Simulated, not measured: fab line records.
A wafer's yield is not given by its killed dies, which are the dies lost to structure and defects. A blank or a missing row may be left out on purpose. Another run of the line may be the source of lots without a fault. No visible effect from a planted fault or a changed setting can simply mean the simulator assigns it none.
Problem report in the 8D (eight disciplines) form, filled by code / flow nand_harc / the parts of the form that need people (team, actions taken, sign-off) are left out

## 1. PROBLEM STATEMENT
thk_nm at NHARC_A_ONON_D1_THK_MEAS_18 reads a mean of 1618 nm on 5 wafers of 3 lots; wafers without a fault read 1001 nm with a standard deviation of 8.7. That is +71 standard deviations from the usual mean.
The step: measures by ellipsometry.
First observed at day 11 17:19: wafer L514.2, on film_metro-02. The record has a number at this step for 42 wafers belonging to 14 lots. Rule for "out", or "out of limits": more than 4 standard deviations from the usual mean. Any other wafer with a number is counted as sound.

## 2. WHAT IT IS, WHAT IT ISN'T
question=which readings at this step | is=thk_nm | is not=-
question=which lots | is=L514, L515, L519 | is not=L503, L505, L506, L508, L509, L512, L513, L520, L521, L522, L523
question=which wafers of those lots | is=L514.2, L515.4, L515.5, L519.2, L519.4 | is not=L514.1, L514.3, L515.6, L519.6
question=read on which gauges | is=film_metro-02 | is not=film_metro-01
question=when | is=from day 11 17:19 | is not=up to then (20 sound wafers); but 17 sound wafers of L513, L515, L519, L520, L521, L522, L523 came after

## 3. SUSPECTS, AND WHAT RULES EACH OUT
Counting: a tool at a process step up to the reading stays a suspect if it ran every lot that is out. Sound lots after the first of them don't rule it out here, since some wafers of a struck lot are sound.
- the gauge at NHARC_A_ONON_D1_THK_MEAS_18 is ruled out. All the wafers that are out were read on film_metro-02, but those of them that NHARC_END_SORT_01 has rows for are out there too, on other tools.
- pecvd_onon-04 at NHARC_A_ONON_D1_DEP_16 (target thk 1000 nm): kept. Ran every lot that is out, first one L514 (day 11 16:49); last sound lot up to then L509 (day 9 11:35).
Left after counting: pecvd_onon-04 at NHARC_A_ONON_D1_DEP_16.

## 4. THE CAUSE (what the simulator had put in)
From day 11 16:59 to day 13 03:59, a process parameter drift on pecvd_onon-04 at NHARC_A_ONON_D1_DEP_16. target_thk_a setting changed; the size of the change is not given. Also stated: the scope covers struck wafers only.
Counting left only this tool.

## 5. THE EFFECT CHAIN, in route order
One row per reading whose mean, taken over the struck wafers that have a number, lies over 3 standard deviations from the usual. Scope: only readings with a usual standard deviation given in the record; hours: median across lots of the time from each lot's start at the first step in this table that gives one to its start at this step; sigmas: change in usual standard deviations.
hours=0; step=NHARC_A_ONON_D1_THK_MEAS_18; reading=thk_nm; usual=1001 nm; on struck wafers=1618; change=+617; sigmas=+71
hours=292; step=NHARC_END_SORT_01; reading=killed_at_array; usual=25; on struck wafers=674; change=+649; sigmas=+66
hours=292; step=NHARC_END_SORT_01; reading=killed_dies; usual=29; on struck wafers=677; change=+648; sigmas=+65

## 6. HOW IT WOULD HAVE BEEN CAUGHT EARLIER
Counted from the fault's start at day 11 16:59, it took 0 hours until the first out-of-limits reading at a measuring or inspecting step in this record, taken at day 11 17:19.
No tool reading at NHARC_A_ONON_D1_DEP_16 that has a usual standard deviation in the record was out on any struck wafer, so an alarm limit of 4 standard deviations on those readings would not have fired.
L515, L519, from the lots that are out (3), started NHARC_A_ONON_D1_DEP_16 on pecvd_onon-04 later than day 11 17:19. A hold on the tool at that time would have spared those 2.
